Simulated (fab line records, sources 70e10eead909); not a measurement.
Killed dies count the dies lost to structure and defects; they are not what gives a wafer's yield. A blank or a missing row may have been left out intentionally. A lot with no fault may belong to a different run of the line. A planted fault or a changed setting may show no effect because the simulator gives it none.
Matching of chambers + flow nand_harc + NHARC_A_STAIRCASE_ALD_415 on ald_hk-04 has 4 sister chambers
The step deposits SiO2, target thk 30 nm, pulse time 6 s, ald cycles 300. 8 wafers are shown with their chamber, then 10 later ones without.

== WAFERS WITH THEIR CHAMBER ==
| wafer  | chamber | heater_power_w (W) | precursor_pulse_height_rel |
|--------|---------|--------------------|----------------------------|
| L078.6 | 3       | 532                | 0.945                      |
| L081.6 | 1       | 508                | 1.051                      |
| L084.2 | 1       | 511                | 0.996                      |
| L084.3 | 2       | 558                | 1.010                      |
| L088.5 | 0       | 482                | 0.963                      |
| L088.6 | 3       | 529                | 1.005                      |
| L089.2 | 2       | 568                | 1.035                      |
| L089.3 | 0       | 478                | 1.038                      |

== WAFERS MISSING THEIR CHAMBER ==
| wafer  | heater_power_w (W) | precursor_pulse_height_rel |
|--------|--------------------|----------------------------|
| L089.5 | 504                | 1.004                      |
| L092.2 | 564                | 1.013                      |
| L092.3 | 525                | 1.032                      |
| L092.4 | 499                | 1.006                      |
| L092.1 | 482                | 1.002                      |
| L092.5 | 528                | 0.996                      |
| L092.6 | 570                | 1.001                      |
| L094.3 | 523                | 1.029                      |
| L094.4 | 506                | 0.991                      |
| L094.5 | 533                | 0.964                      |

== WHICH CHAMBER EACH ONE RAN IN ==
| wafer  | from the rows above     | in truth                   |
|--------|-------------------------|----------------------------|
| L089.5 | 1                       | 1                          |
| L092.2 | 2                       | 2                          |
| L092.3 | can't be placed: 3 or 1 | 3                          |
| L092.4 | 1                       | 1                          |
| L092.1 | 0                       | 0                          |
| L092.5 | 3                       | 3                          |
| L092.6 | 2                       | 2                          |
| L094.3 | can't be placed: 3 or 1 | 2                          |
| L094.4 | 1                       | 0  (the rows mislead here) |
| L094.5 | 3                       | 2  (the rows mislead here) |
Correct placement for 6 of the 10. Not placeable from these rows: 2 (in 1, the candidates include the true chamber). Placed wrongly: 2.
How it was worked out, from the rows above alone: a wafer's distance from a chamber is the root of the sum, over the readings, of the square of ((its reading less the chamber's mean) divided by the reading's scatter). The wafer belongs to the nearest chamber; if the next one is less than 2 further off, it can't be placed. A chamber's mean is the mean of its shown wafers. The scatter: take each reading less its chamber's mean, square it, sum over the shown wafers, divide by the number of wafers less the number of chambers, and take the root.
